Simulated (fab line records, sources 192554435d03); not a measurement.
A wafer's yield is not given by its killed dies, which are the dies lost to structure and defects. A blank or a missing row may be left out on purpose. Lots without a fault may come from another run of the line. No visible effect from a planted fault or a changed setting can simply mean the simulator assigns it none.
fab line records | flow n5_finfet
[record] lots = 7 | wafers = 39
route steps=1938 shown ZERO_LAYER@11 STI_FIN_REVEAL@190 ILD0@343 GATE_CUT@477 MOL_CONTACT_COAG@624 BEOL_M1@800 BEOL_M2@903 BEOL_M4@1040 BEOL_M7@1329 BEOL_M9@1405 BEOL_M11@1575 BEOL_M14@1716 PASS1_CAP@1874 PASSIVATION@1936
start_h: hours from the record's opening day to when the first of the lot's shown wafers began | wait_h: hours from the lot's prior step to this one | " as in the row above | L1.1+2: a single row standing in for several wafers | - either no value or no given start | * or withheld: withheld | < > ~ a bound
route shown NAME@n: names a module that has steps shown in the file, with the first one's number in the route | usual: mean/standard deviation of fault-free wafers | same: alike in all rows | chamber/n: place in a boat | sites: the reading at each site | _std_site: the standard deviation of these | _edge_site: outer sites' mean less inner sites' | radius_mm: how far each site lies from the wafer's centre | mask NAME#n: copy n | behind: the tool/chamber that last shaped the wafer | hold: why the lot was held/for how many hours/how that ended | device: which transistor (n, p or np) failed to switch | end of line: tests of these same wafers at the route's end | where a step has no rows: the recipe by itself | killed: not the wafer's yield, but the dies lost to structure and defects at the first sort | map: the dies of a wafer, with x for killed, . for not killed, _ for no die there
set.NAME: the setting as run; set.NAME@STEP: as run at that earlier step | model.NAME: the simulator's own value behind a step, which no gauge read
lots with deliberately changed settings; one table per step, one row per wafer
[[steps]]
[step N5_ZERO_LAYER_DEVELOP_10]
[recipe] develop_time_s = 60 | rinse_liquid = diw | dry = air_spin | dev_temp_c = 21
[step N5_STI_FIN_REVEAL_ETCHBACK_08]
[recipe] chemistry = C4F6/O2 | target = SiO2 | target_depth_a = 305 | time_s = 10.167 | ion_energy_ev = 250 | pressure_mtorr = 30 | source_w = 345 | bias_w = 185 | Ar_flow_sccm = 300 | C4F6_flow_sccm = 10 | O2_flow_sccm = 10
[step N5_ILD0_ALD_15]
[recipe] material = SiNx | target_thk_a = 240 | temp_c = 400 | ald_precursor_family = SiH2I2 | ald_co_reactant = N2/H2-plasma | pulse_time_s = 1 | ald_cycles = 480 | purge_time_s = 2 | co_reactant_purge_time_s = 2 | pressure_torr = 2
[step N5_GATE_CUT_HM_DEP_46]
[recipe] material = SiO2 | target_thk_a = 1300 | temp_c = 400 | precursor = TEOS/O2 | pressure_torr = 6.5 | rf_w = 900 | teos_flow_sccm = 161.4 | gas = O2 | flow_sccm = 2650 | time_s = 26.6
[step N5_MOL_CONTACT_COAG_CVD_140]
[recipe] material = W | target_thk_a = 665 | mode = selective_fill | temp_c = 300 | time_s = 215
[step N5_BEOL_M1_TRENCH_ETCH_37]
[recipe] chemistry = C4F6/O2 | target_depth_a = 552.07 | target = SiOC | time_s = 29 | ion_energy_ev = 250 | pressure_mtorr = 30 | source_w = 355 | bias_w = 185 | Ar_flow_sccm = 300 | C4F6_flow_sccm = 10 | O2_flow_sccm = 10
[step N5_BEOL_M2_CVD_47]
[recipe] material = Co | target_thk_a = 30 | temp_c = withheld | precursor = CCTBA/H2 | pressure_torr = 30 | time_s = 223.8
[step N5_BEOL_M4_ETCH_64]
[recipe] chemistry = N2/H2 | target = SOC | target_depth_a = 750 | overetch_a = 225 | mask_material = SiARC | temp_c = 40 | time_s = 121.9 | ion_energy_ev = 200 | pressure_mtorr = 30 | source_w = 840 | bias_w = 150 | n2_flow_sccm = 200 | h2_flow_sccm = 200
[step N5_BEOL_M7_DEP_56]
[recipe] material = SiCN | target_thk_a = 100 | temp_c = withheld | precursor = 3MS/NH3 | pressure_torr = 3 | rf_w = 202 | time_s = 17.5
[step N5_BEOL_M9_HM_DEP_02]
[recipe] material = TiN | target_thk_a = 200 | temp_c = 25 | chamber_pressure_pa = 0.49996
[step N5_BEOL_M11_VIA_ETCH_34]
[recipe] chemistry = C4F6/O2 | target = SiCOH_lowk | target_depth_a = 1845 | mask_material = SOC | taper_deg = 4 | time_s = 69.2 | ion_energy_ev = 250 | pressure_mtorr = 30 | source_w = 345 | bias_w = 185 | Ar_flow_sccm = 300 | C4F6_flow_sccm = 10 | O2_flow_sccm = 10
[step N5_BEOL_M14_ILD_DEP_00]
[recipe] material = SiO2 | target_thk_a = 11193 | temp_c = 400 | precursor = TEOS/O2 | pressure_torr = 6.5 | rf_w = 900 | teos_flow_sccm = 161.4 | gas = O2 | flow_sccm = 2650 | time_s = 237.4
[step N5_PASSIVATION_PECVD_01]
[recipe] material = SiNx | target_thk_a = 2000 | temp_c = 400 | precursor = SiH4/NH3/N2 | pressure_torr = 4.9 | rf_w = 1406 | time_s = 43.2
[step N5_PASSIVATION_PROBE_49]
[usual] killed_at_M4_up = 14/5.1 | killed_at_other = 3.8/2.9
lot.wafer | tool      | chamber | start_h | wait_h | set.develop_time_s@ZERO_LAYER_DEVELOP_10 | set.time_s@STI_FIN_REVEAL_ETCHBACK_08 | set.ald_cycles@ILD0_ALD_15 | set.time_s@GATE_CUT_HM_DEP_46 | set.target_thk_a@MOL_CONTACT_COAG_CVD_140 | set.time_s@BEOL_M1_TRENCH_ETCH_37 | set.target_thk_a@BEOL_M2_CVD_47 | set.target_depth_a@BEOL_M4_ETCH_64 | set.target_thk_a@BEOL_M7_DEP_56 | set.target_thk_a@BEOL_M9_HM_DEP_02 | set.target_depth_a@BEOL_M11_VIA_ETCH_34 | set.target_thk_a@BEOL_M14_ILD_DEP_00 | set.time_s@PASSIVATION_PECVD_01 | killed_at_M4_up | killed_at_other
L075.1    | prober-02 | -       | 291.86  | 0.8    | 60                                       | 10.167                                | 649                        | 26.6                          | 996.1                                     | 29                                | 15.99                           | 750                                | 128.9                           | 200                                | 1845                                    | 8600                                 | 23.21                           | 8               | 0
L075.2    | prober-02 | -       | 291.91  | 0.9    | 60                                       | 10.167                                | 480                        | 20.12                         | 665                                       | 29                                | 15.99                           | 750                                | 100                             | 200                                | 1390                                    | 11193                                | 23.21                           | 1067            | 0
L075.3    | prober-02 | -       | 291.96  | 0.9    | 49.34                                    | 10.167                                | 649                        | 26.6                          | 665                                       | 24.49                             | 30                              | 750                                | 100                             | 200                                | 1845                                    | 8600                                 | 43.2                            | 7               | 2
L075.4    | prober-02 | -       | 292.01  | 1.0    | 49.34                                    | 10.167                                | 480                        | 20.12                         | 996.1                                     | 24.49                             | 15.99                           | 750                                | 128.9                           | 200                                | 1390                                    | 11193                                | 43.2                            | 905             | 4
L075.5    | prober-02 | -       | 292.06  | 1.0    | 60                                       | 10.167                                | 480                        | 26.6                          | 996.1                                     | 24.49                             | 30                              | 750                                | 100                             | 200                                | 1845                                    | 11193                                | 23.21                           | 8               | 6
L075.6    | prober-02 | -       | 292.11  | 1.1    | 49.34                                    | 10.167                                | 649                        | 20.12                         | 665                                       | 29                                | 30                              | 750                                | 128.9                           | 200                                | 1390                                    | 8600                                 | 43.2                            | 1046            | 4
L077.1    | prober-02 | -       | 305.33  | 0.0    | 72.48                                    | 4.605                                 | 480                        | 26.6                          | 665                                       | 35.8                              | 30                              | 750                                | 100                             | 81.55                              | 1094                                    | 11193                                | 43.2                            | 1099            | 4
L077.2    | prober-02 | -       | 305.38  | 0.1    | 72.48                                    | 10.167                                | 480                        | 30.67                         | 665                                       | 29                                | 30                              | 750                                | 119                             | 200                                | 1094                                    | 11193                                | 43.2                            | 1095            | 2
L077.3    | prober-02 | -       | 305.43  | 0.1    | 60                                       | 10.167                                | 480                        | 30.67                         | 665                                       | 29                                | 30                              | 750                                | 100                             | 81.55                              | 1845                                    | 6889                                 | 54.27                           | 12              | 1084
L077.4    | prober-02 | -       | 305.48  | 0.2    | 72.48                                    | 4.605                                 | 480                        | 30.67                         | 665                                       | 35.8                              | 30                              | 750                                | 119                             | 200                                | 1094                                    | 6889                                 | 54.27                           | 1103            | 1
L077.5    | prober-02 | -       | 305.53  | 0.2    | 60                                       | 10.167                                | 480                        | 26.6                          | 665                                       | 35.8                              | 30                              | 750                                | 119                             | 81.55                              | 1845                                    | 11193                                | 54.27                           | 11              | 1102
L077.6    | prober-02 | -       | 305.58  | 0.3    | 60                                       | 4.605                                 | 480                        | 26.6                          | 665                                       | 29                                | 30                              | 750                                | 100                             | 200                                | 1845                                    | 6889                                 | 43.2                            | 11              | 0
L078.1    | prober-02 | -       | 314.63  | 0.1    | 60                                       | 7.461                                 | 580                        | 26.6                          | 282.4                                     | 39.95                             | 42.19                           | 750                                | 73.29                           | 200                                | 1845                                    | 16420                                | 43.2                            | 26              | 5
L078.2    | prober-02 | -       | 314.68  | 0.1    | 60                                       | 10.167                                | 580                        | 26.6                          | 665                                       | 39.95                             | 30                              | 943.2                              | 100                             | 200                                | 1845                                    | 11193                                | 43.2                            | 19              | 2
L078.3    | prober-02 | -       | 314.73  | 0.2    | 60                                       | 10.167                                | 580                        | 26.6                          | 282.4                                     | 29                                | 42.19                           | 943.2                              | 73.29                           | 200                                | 1845                                    | 16420                                | 66.91                           | 13              | 1073
L078.4    | prober-02 | -       | 314.78  | 0.2    | 60                                       | 7.461                                 | 480                        | 26.6                          | 665                                       | 29                                | 30                              | 943.2                              | 73.29                           | 200                                | 1845                                    | 11193                                | 43.2                            | 18              | 3
L078.5    | prober-02 | -       | 314.83  | 0.3    | 60                                       | 7.461                                 | 480                        | 26.6                          | 665                                       | 29                                | 42.19                           | 750                                | 100                             | 200                                | 1845                                    | 11193                                | 66.91                           | 10              | 1073
L078.6    | prober-02 | -       | 314.88  | 0.3    | 60                                       | 10.167                                | 480                        | 26.6                          | 282.4                                     | 39.95                             | 30                              | 750                                | 100                             | 200                                | 1845                                    | 16420                                | 66.91                           | 20              | 1033
L086.1    | prober-01 | -       | 364.25  | 0.0    | 77.66                                    | 14.01                                 | 480                        | 31.17                         | 665                                       | 29                                | 25.31                           | 750                                | 100                             | 317.8                              | 1845                                    | 11193                                | 43.2                            | 1078            | 2
L086.2    | prober-01 | -       | 364.30  | 0.1    | 77.66                                    | 14.01                                 | 401                        | 31.17                         | 665                                       | 37.56                             | 30                              | 750                                | 127.1                           | 200                                | 1845                                    | 13450                                | 27.75                           | 17              | 1
L086.3    | prober-01 | -       | 364.35  | 0.1    | 77.66                                    | 10.167                                | 401                        | 26.6                          | 665                                       | 37.56                             | 25.31                           | 521.5                              | 127.1                           | 317.8                              | 1845                                    | 13450                                | 27.75                           | 1069            | 0
L086.4    | prober-01 | -       | 364.40  | 0.2    | 60                                       | 10.167                                | 480                        | 31.17                         | 665                                       | 37.56                             | 25.31                           | 521.5                              | 100                             | 200                                | 1845                                    | 11193                                | 27.75                           | 21              | 1
L086.5    | prober-01 | -       | 364.45  | 0.2    | 60                                       | 14.01                                 | 401                        | 26.6                          | 665                                       | 29                                | 30                              | 521.5                              | 100                             | 200                                | 1845                                    | 13450                                | 43.2                            | 21              | 2
L086.6    | prober-01 | -       | 364.50  | 0.3    | 60                                       | 10.167                                | 480                        | 26.6                          | 665                                       | 29                                | 30                              | 750                                | 127.1                           | 317.8                              | 1845                                    | 11193                                | 43.2                            | 1098            | 3
L089.1    | prober-01 | -       | 368.34  | 0.0    | 60                                       | 10.167                                | 480                        | 26.6                          | 665                                       | 29                                | 30                              | 750                                | 100                             | 200                                | 1845                                    | 11193                                | 43.2                            | 9               | 10
L089.2    | prober-01 | -       | 368.39  | 0.1    | 60                                       | 10.167                                | 480                        | 26.6                          | 665                                       | 29                                | 30                              | 750                                | 100                             | 200                                | 1845                                    | 11193                                | 43.2                            | 17              | 13
L089.6    | prober-01 | -       | 368.59  | 0.3    | 60                                       | 10.167                                | 480                        | 26.6                          | 665                                       | 29                                | 30                              | 750                                | 100                             | 200                                | 1845                                    | 11193                                | 43.2                            | 17              | 8
L090.1    | prober-02 | -       | 384.22  | 0.0    | 60                                       | 6.668                                 | 480                        | 26.6                          | 943.1                                     | 29                                | 30                              | 750                                | 138                             | 200                                | 1845                                    | 13750                                | 55.7                            | 5               | 1046
L090.2    | prober-02 | -       | 384.27  | 0.1    | 33.94                                    | 10.167                                | 480                        | 17.09                         | 665                                       | 29                                | 30                              | 750                                | 138                             | 200                                | 2347                                    | 11193                                | 43.2                            | 10              | 3
L090.3    | prober-02 | -       | 384.32  | 0.1    | 33.94                                    | 6.668                                 | 480                        | 17.09                         | 943.1                                     | 29                                | 30                              | 546.4                              | 100                             | 200                                | 2347                                    | 13750                                | 55.7                            | 6               | 1076
L090.4    | prober-02 | -       | 384.37  | 0.2    | 60                                       | 10.167                                | 480                        | 26.6                          | 665                                       | 17.57                             | 30                              | 546.4                              | 100                             | 200                                | 1845                                    | 11193                                | 43.2                            | 18              | 7
L090.5    | prober-02 | -       | 384.42  | 0.2    | 60                                       | 6.668                                 | 480                        | 17.09                         | 665                                       | 17.57                             | 30                              | 750                                | 100                             | 200                                | 1845                                    | 11193                                | 55.7                            | 10              | 1077
L090.6    | prober-02 | -       | 384.47  | 0.3    | 33.94                                    | 10.167                                | 480                        | 26.6                          | 943.1                                     | 17.57                             | 30                              | 546.4                              | 138                             | 200                                | 2347                                    | 13750                                | 43.2                            | 16              | 4
L094.1    | prober-01 | -       | 407.35  | 0.0    | 38.96                                    | 6.043                                 | 480                        | 26.6                          | 270.7                                     | 29                                | 30                              | 927.2                              | 100                             | 87.78                              | 1845                                    | 11193                                | 43.2                            | 13              | 5
L094.2    | prober-01 | -       | 407.40  | 0.1    | 60                                       | 6.043                                 | 323                        | 26.6                          | 270.7                                     | 29                                | 30                              | 750                                | 151.5                           | 200                                | 1845                                    | 11193                                | 43.2                            | 19              | 4
L094.3    | prober-01 | -       | 407.45  | 0.1    | 38.96                                    | 10.167                                | 323                        | 18.31                         | 270.7                                     | 29                                | 18.41                           | 750                                | 151.5                           | 87.78                              | 2268                                    | 11193                                | 53.26                           | 17              | 1065
L094.4    | prober-01 | -       | 407.50  | 0.2    | 60                                       | 6.043                                 | 480                        | 18.31                         | 665                                       | 29                                | 18.41                           | 750                                | 100                             | 200                                | 2268                                    | 11193                                | 43.2                            | 17              | 1
L094.5    | prober-01 | -       | 407.55  | 0.2    | 60                                       | 10.167                                | 480                        | 18.31                         | 665                                       | 29                                | 30                              | 927.2                              | 100                             | 200                                | 2268                                    | 11193                                | 53.26                           | 17              | 1063
L094.6    | prober-01 | -       | 407.60  | 0.3    | 38.96                                    | 10.167                                | 323                        | 26.6                          | 665                                       | 29                                | 18.41                           | 927.2                              | 151.5                           | 87.78                              | 1845                                    | 11193                                | 53.26                           | 14              | 1068
// killed by level:class
L075.1 BEOL_M0_SAQP:geometric_particle:short=9 MOL_CONTACT_COAG:geometric_particle:open=7 BEOL_M0_SAQP:geometric_particle:open=7 STARTING-WAFER:geometric_particle:open=6 DUMMY_GATE:geometric_particle:open=4 ILD0:geometric_particle:short=4 ILD0:geometric_particle:open=4 BEOL_M8:geometric_particle:open=4
L075.2 BEOL_M11:area_etch=1057 MOL_CONTACT_COAG:geometric_particle:open=19 BEOL_M0_SAQP:geometric_particle:short=15 BEOL_M0_SAQP:geometric_particle:open=14 GATE_CUT:geometric_particle:short=6 BEOL_M2:geometric_particle:open=6 STI_FIN_REVEAL:geometric_particle:open=5 FIN_SAQP:geometric_particle:open=4
L075.3 FIN_SAQP:geometric_particle:open=16 BEOL_M0_SAQP:geometric_particle:open=15 MOL_CONTACT_COAG:geometric_particle:open=13 BEOL_M0_SAQP:geometric_particle:short=13 STI_FIN_REVEAL:geometric_particle:open=10 BEOL_M2:geometric_particle:short=5 STARTING-WAFER:geometric_particle:open=5 FIN_SAQP:geometric_particle:short=3
L075.4 BEOL_M11:area_etch=899 BEOL_M0_SAQP:geometric_particle:open=13 FIN_SAQP:geometric_particle:open=11 MOL_CONTACT_COAG:geometric_particle:open=10 STI_FIN_REVEAL:geometric_particle:open=9 BEOL_M0_SAQP:geometric_particle:short=7 ILD0:geometric_particle:open=4 STARTING-WAFER:geometric_particle:short=4
L075.5 BEOL_M0_SAQP:geometric_particle:open=14 MOL_CONTACT_COAG:geometric_particle:open=13 BEOL_M0_SAQP:geometric_particle:short=13 PASS1_CAP:geometric_particle:open=6 BEOL_M3:geometric_particle:open=5 STARTING-WAFER:geometric_particle:open=5 STARTING-WAFER:geometric_particle:short=5 BEOL_M1:geometric_particle:open=4
L075.6 BEOL_M11:area_etch=1035 MOL_CONTACT_COAG:geometric_particle:open=15 BEOL_M2:geometric_particle:open=9 BEOL_M0_SAQP:geometric_particle:short=9 BEOL_M0_SAQP:geometric_particle:open=6 BEOL_M4:geometric_particle:open=5 FIN_SAQP:geometric_particle:open=4 STI_FIN_REVEAL:geometric_particle:open=4
L077.1 BEOL_M11:area_etch=1087 FIN_SAQP:geometric_particle:open=8 MOL_CONTACT_COAG:geometric_particle:open=8 BEOL_M0_SAQP:geometric_particle:short=8 BEOL_M2:geometric_particle:open=8 FIN_SAQP:geometric_particle:short=7 STI_FIN_REVEAL:geometric_particle:open=5 BEOL_M3:geometric_particle:open=5
L077.2 BEOL_M11:area_etch=1089 MOL_CONTACT_COAG:geometric_particle:open=15 MOL_CONTACT_COAG:geometric_particle:short=7 BEOL_M0_SAQP:geometric_particle:open=7 BEOL_M1:geometric_particle:open=7 BEOL_M0_SAQP:geometric_particle:short=6 STARTING-WAFER:geometric_particle:open=6 BEOL_M1:geometric_particle:short=4
L077.3 PASS1_CAP:area_pecvd=1084 BEOL_M0_SAQP:geometric_particle:short=13 BEOL_M0_SAQP:geometric_particle:open=11 MOL_CONTACT_COAG:geometric_particle:open=10 FIN_SAQP:geometric_particle:open=7 BEOL_M2:geometric_particle:open=6 BEOL_M3:geometric_particle:open=5 BEOL_M0:geometric_particle:open=4
L077.4 BEOL_M11:area_etch=1089 BEOL_M0_SAQP:geometric_particle:short=14 MOL_CONTACT_COAG:geometric_particle:open=13 BEOL_M4:geometric_particle:open=8 BEOL_M0_SAQP:geometric_particle:open=8 STARTING-WAFER:geometric_particle:open=6 BEOL_M0:geometric_particle:open=5 BEOL_M1:geometric_particle:open=4
L077.5 PASS1_CAP:area_pecvd=1101 BEOL_M2:geometric_particle:open=10 FIN_SAQP:geometric_particle:open=8 STI_FIN_REVEAL:geometric_particle:open=7 FIN_SAQP:geometric_particle:short=5 STARTING-WAFER:geometric_particle:open=5 STARTING-WAFER:geometric_particle:short=5 MOL_CONTACT_COAG:geometric_particle:open=4
L077.6 HKMG_FIN:area_etch=15 FIN_SAQP:geometric_particle:short=6 BEOL_M3:geometric_particle:open=6 STI_FIN_REVEAL:geometric_particle:open=6 BEOL_M0_SAQP:geometric_particle:short=5 BEOL_M0_SAQP:geometric_particle:open=5 BEOL_M1:geometric_particle:open=5 STARTING-WAFER:geometric_particle:short=5
L078.1 STI_FIN_REVEAL:geometric_particle:open=28 BEOL_M1:area_etch=28 BEOL_M4:geometric_particle:open=19 FIN_SAQP:geometric_particle:short=16 BEOL_M0_SAQP:geometric_particle:open=16 BEOL_M2:area_ecd=16 BEOL_M0_SAQP:geometric_particle:short=14 MOL_CONTACT_COAG:geometric_particle:open=10
L078.2 BEOL_M1:area_etch=103 STI_FIN_REVEAL:geometric_particle:open=26 BEOL_M0_SAQP:geometric_particle:open=14 MOL_CONTACT_COAG:geometric_particle:open=10 FIN_SAQP:geometric_particle:short=9 BEOL_M0_SAQP:geometric_particle:short=5 BEOL_M1:geometric_particle:open=5 GATE_CUT:geometric_particle:short=4
L078.3 PASS1_CAP:area_pecvd=1072 STI_FIN_REVEAL:geometric_particle:open=16 MOL_CONTACT_COAG:geometric_particle:open=16 FIN_SAQP:geometric_particle:short=10 FIN_SAQP:geometric_particle:open=9 BEOL_M0_SAQP:geometric_particle:open=6 BEOL_M4:geometric_particle:open=6 BEOL_M1:geometric_particle:open=5
L078.4 FIN_SAQP:geometric_particle:short=12 BEOL_M0_SAQP:geometric_particle:open=10 STI_FIN_REVEAL:geometric_particle:open=9 DUMMY_GATE:geometric_particle:open=9 BEOL_M0_SAQP:geometric_particle:short=8 MOL_CONTACT_COAG:geometric_particle:open=6 BEOL_M4:geometric_particle:short=6 HKMG_FIN:area_etch=6
L078.5 PASS1_CAP:area_pecvd=1071 STI_FIN_REVEAL:geometric_particle:open=18 FIN_SAQP:geometric_particle:short=11 FIN_SAQP:geometric_particle:open=7 MOL_CONTACT_COAG:geometric_particle:open=7 BEOL_M0_SAQP:geometric_particle:short=7 BEOL_M3:geometric_particle:open=7 DUMMY_GATE:geometric_particle:open=6
L078.6 PASS1_CAP:area_pecvd=1032 BEOL_M1:area_etch=28 BEOL_M0_SAQP:geometric_particle:short=15 BEOL_M0_SAQP:geometric_particle:open=14 FIN_SAQP:geometric_particle:short=9 GATE_CUT:geometric_particle:short=9 BEOL_M4:geometric_particle:open=9 BEOL_M1:geometric_particle:open=8
L086.1 BEOL_M9:area_open=1062 MOL_CONTACT_COAG:geometric_particle:open=18 STI_FIN_REVEAL:geometric_particle:open=12 GATE_CUT:geometric_particle:open=11 GATE_CUT:geometric_particle:short=8 BEOL_M0_SAQP:geometric_particle:short=7 BEOL_M2:geometric_particle:short=7 FIN_SAQP:geometric_particle:short=6
L086.2 MOL_CONTACT_COAG:geometric_particle:open=11 FIN_SAQP:geometric_particle:short=7 FIN_SAQP:geometric_particle:open=6 GATE_CUT:geometric_particle:open=5 GATE_CUT:geometric_particle:short=5 BEOL_M4:geometric_particle:short=5 STI_FIN_REVEAL:geometric_particle:open=4 BEOL_M1:geometric_particle:open=4
L086.3 BEOL_M9:area_open=1055 MOL_CONTACT_COAG:geometric_particle:open=17 STI_FIN_REVEAL:geometric_particle:open=16 FIN_SAQP:geometric_particle:open=11 FIN_SAQP:geometric_particle:short=6 BEOL_M0_SAQP:geometric_particle:open=6 GATE_CUT:geometric_particle:short=5 STARTING-WAFER:geometric_particle:open=5
L086.4 FIN_SAQP:geometric_particle:open=14 MOL_CONTACT_COAG:geometric_particle:open=14 FIN_SAQP:geometric_particle:short=6 GATE_CUT:geometric_particle:short=6 BEOL_M4:geometric_particle:open=5 BEOL_M1:geometric_particle:open=4 BEOL_M2:geometric_particle:short=4 BEOL_M7:geometric_particle:open=4
L086.5 STI_FIN_REVEAL:geometric_particle:open=27 MOL_CONTACT_COAG:geometric_particle:open=12 BEOL_M4:geometric_particle:open=9 BEOL_M0_SAQP:geometric_particle:short=8 FIN_SAQP:geometric_particle:short=7 STI_FIN_REVEAL:geometric_particle:short=6 BEOL_M1:geometric_particle:open=6 BEOL_M0_SAQP:geometric_particle:open=5
L086.6 BEOL_M9:area_open=1084 STI_FIN_REVEAL:geometric_particle:open=17 MOL_CONTACT_COAG:geometric_particle:open=7 FIN_SAQP:geometric_particle:open=5 BEOL_M1:geometric_particle:short=5 FIN_SAQP:geometric_particle:short=4 BEOL_M3:geometric_particle:open=4 BEOL_M4:geometric_particle:open=4
L089.1 BEOL_M0_SAQP:geometric_particle:open=10 BEOL_M0_SAQP:geometric_particle:short=9 STI_FIN_REVEAL:geometric_particle:open=8 FIN_SAQP:geometric_particle:short=7 BEOL_M2:geometric_particle:open=7 BEOL_M1:geometric_particle:open=6 MOL_CONTACT_COAG:geometric_particle:short=5 MOL_CONTACT_COAG:geometric_particle:open=5
L089.2 BEOL_M1:geometric_particle:open=12 MOL_CONTACT_COAG:geometric_particle:open=11 STI_FIN_REVEAL:geometric_particle:open=10 BEOL_M4:geometric_particle:open=10 MOL_CONTACT_COAG:geometric_particle:short=8 BEOL_M0_SAQP:geometric_particle:short=8 BEOL_M2:geometric_particle:open=7 MIM_TOP_ETCH:geometric_particle:open=6
L089.6 BEOL_M1:geometric_particle:open=12 FIN_SAQP:geometric_particle:open=10 STI_FIN_REVEAL:geometric_particle:open=10 BEOL_M4:geometric_particle:open=9 MOL_CONTACT_COAG:geometric_particle:open=6 BEOL_M0_SAQP:geometric_particle:short=6 BEOL_M0_SAQP:geometric_particle:open=5 BEOL_M1:geometric_particle:short=5
L090.1 PASS1_CAP:area_pecvd=1044 STI_FIN_REVEAL:geometric_particle:open=29 BEOL_M3:geometric_particle:open=13 MOL_CONTACT_COAG:geometric_particle:open=11 BEOL_M2:geometric_particle:open=11 FIN_SAQP:geometric_particle:short=10 BEOL_M1:geometric_particle:open=9 FIN_SAQP:geometric_particle:open=6
L090.2 FIN_SAQP:geometric_particle:open=15 FIN_SAQP:geometric_particle:short=13 BEOL_M0_SAQP:geometric_particle:open=11 BEOL_M3:geometric_particle:open=8 MOL_CONTACT_COAG:geometric_particle:open=8 BEOL_M0_SAQP:geometric_particle:short=7 BEOL_M1:geometric_particle:open=7 GATE_CUT:geometric_particle:short=4
L090.3 PASS1_CAP:area_pecvd=1072 FIN_SAQP:geometric_particle:open=13 BEOL_M3:geometric_particle:open=13 BEOL_M0_SAQP:geometric_particle:short=12 BEOL_M0_SAQP:geometric_particle:open=10 BEOL_M1:geometric_particle:open=8 MOL_CONTACT_COAG:geometric_particle:open=6 BEOL_M5:geometric_particle:open=5
L090.4 BEOL_M0_SAQP:geometric_particle:short=11 GATE_CUT:geometric_particle:short=8 STI_FIN_REVEAL:geometric_particle:open=7 BEOL_M0_SAQP:geometric_particle:open=7 BEOL_M5:geometric_particle:open=7 FIN_SAQP:geometric_particle:open=5 MOL_CONTACT_COAG:geometric_particle:open=5 PASS1_CAP:geometric_particle:open=5
L090.5 PASS1_CAP:area_pecvd=1074 FIN_SAQP:geometric_particle:short=8 STI_FIN_REVEAL:geometric_particle:open=8 BEOL_M0_SAQP:geometric_particle:short=8 BEOL_M1:geometric_particle:open=7 MOL_CONTACT_COAG:geometric_particle:open=7 BEOL_M3:geometric_particle:open=6 FIN_SAQP:geometric_particle:open=5
L090.6 BEOL_M0_SAQP:geometric_particle:short=17 BEOL_M0_SAQP:geometric_particle:open=14 BEOL_M1:geometric_particle:open=8 STI_FIN_REVEAL:geometric_particle:open=8 MOL_CONTACT_COAG:geometric_particle:open=7 DUMMY_GATE:geometric_particle:open=5 FIN_SAQP:geometric_particle:open=4 BEOL_M1:geometric_particle:short=4
L094.1 FIN_SAQP:geometric_particle:open=25 MOL_CONTACT_COAG:geometric_particle:open=14 BEOL_M2:geometric_particle:open=12 BEOL_M0_SAQP:geometric_particle:open=11 BEOL_M0_SAQP:geometric_particle:short=11 FIN_SAQP:geometric_particle:short=9 BEOL_M3:geometric_particle:open=6 BEOL_M1:geometric_particle:open=5
L094.2 FIN_SAQP:geometric_particle:open=21 MOL_CONTACT_COAG:geometric_particle:open=20 FIN_SAQP:geometric_particle:short=14 BEOL_M4:geometric_particle:open=14 BEOL_M2:geometric_particle:open=11 BEOL_M3:geometric_particle:open=11 BEOL_M0_SAQP:geometric_particle:open=8 BEOL_M2:geometric_particle:short=8
L094.3 PASS1_CAP:area_pecvd=1053 MOL_CONTACT_COAG:geometric_particle:open=18 FIN_SAQP:geometric_particle:short=14 FIN_SAQP:geometric_particle:open=13 MOL_CONTACT_COAG:geometric_particle:short=12 PAD_METAL:geometric_particle:open=7 GATE_CUT:geometric_particle:short=6 BEOL_M3:geometric_particle:open=6
L094.4 BEOL_M2:geometric_particle:open=18 FIN_SAQP:geometric_particle:open=16 FIN_SAQP:geometric_particle:short=15 MOL_CONTACT_COAG:geometric_particle:open=13 BEOL_M2:geometric_particle:short=9 MOL_CONTACT_COAG:geometric_particle:short=7 BEOL_M0_SAQP:geometric_particle:open=6 BEOL_M1:geometric_particle:open=6
L094.5 PASS1_CAP:area_pecvd=1061 MOL_CONTACT_COAG:geometric_particle:open=18 FIN_SAQP:geometric_particle:open=11 BEOL_M2:geometric_particle:open=11 FIN_SAQP:geometric_particle:short=9 BEOL_M0_SAQP:geometric_particle:short=7 DUMMY_GATE:geometric_particle:open=6 MOL_CONTACT_COAG:geometric_particle:short=5
L094.6 PASS1_CAP:area_pecvd=1065 MOL_CONTACT_COAG:geometric_particle:open=20 BEOL_M2:geometric_particle:open=14 FIN_SAQP:geometric_particle:open=13 FIN_SAQP:geometric_particle:short=13 BEOL_M3:geometric_particle:open=8 BEOL_M1:geometric_particle:open=7 BEOL_M4:geometric_particle:open=5
[[key]]
[split] step = N5_ZERO_LAYER_DEVELOP_10 | setting = develop_time_s | stated_as = 60
response none clear
[split] step = N5_STI_FIN_REVEAL_ETCHBACK_08 | setting = time_s | stated_as = 10.167
response none clear
[split] step = N5_ILD0_ALD_15 | setting = ald_cycles | stated_as = 480
response none clear
[split] step = N5_GATE_CUT_HM_DEP_46 | setting = time_s | stated_as = 26.6
response none clear
[split] step = N5_MOL_CONTACT_COAG_CVD_140 | setting = target_thk_a | stated_as = 665
response none clear
[split] step = N5_BEOL_M1_TRENCH_ETCH_37 | setting = time_s | stated_as = 29
response none clear
[split] step = N5_BEOL_M2_CVD_47 | setting = target_thk_a | stated_as = 30
response none clear
[split] step = N5_BEOL_M4_ETCH_64 | setting = target_depth_a | stated_as = 750
response none clear
[split] step = N5_BEOL_M7_DEP_56 | setting = target_thk_a | stated_as = 100
response none clear
[split] step = N5_BEOL_M9_HM_DEP_02 | setting = target_thk_a | stated_as = 200
response none clear
[split] step = N5_BEOL_M11_VIA_ETCH_34 | setting = target_depth_a | stated_as = 1845
[response] step = N5_PASSIVATION_PROBE_49 | reading = killed_at_M4_up | slope = -23.4 | per = 1% | together_with = all | explained = 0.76
[split] step = N5_BEOL_M14_ILD_DEP_00 | setting = target_thk_a | stated_as = 11193
response none clear
[split] step = N5_PASSIVATION_PECVD_01 | setting = time_s | stated_as = 43.2
[response] step = N5_PASSIVATION_PROBE_49 | reading = killed_at_other | slope = +18 | per = 1% | together_with = all | explained = 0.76
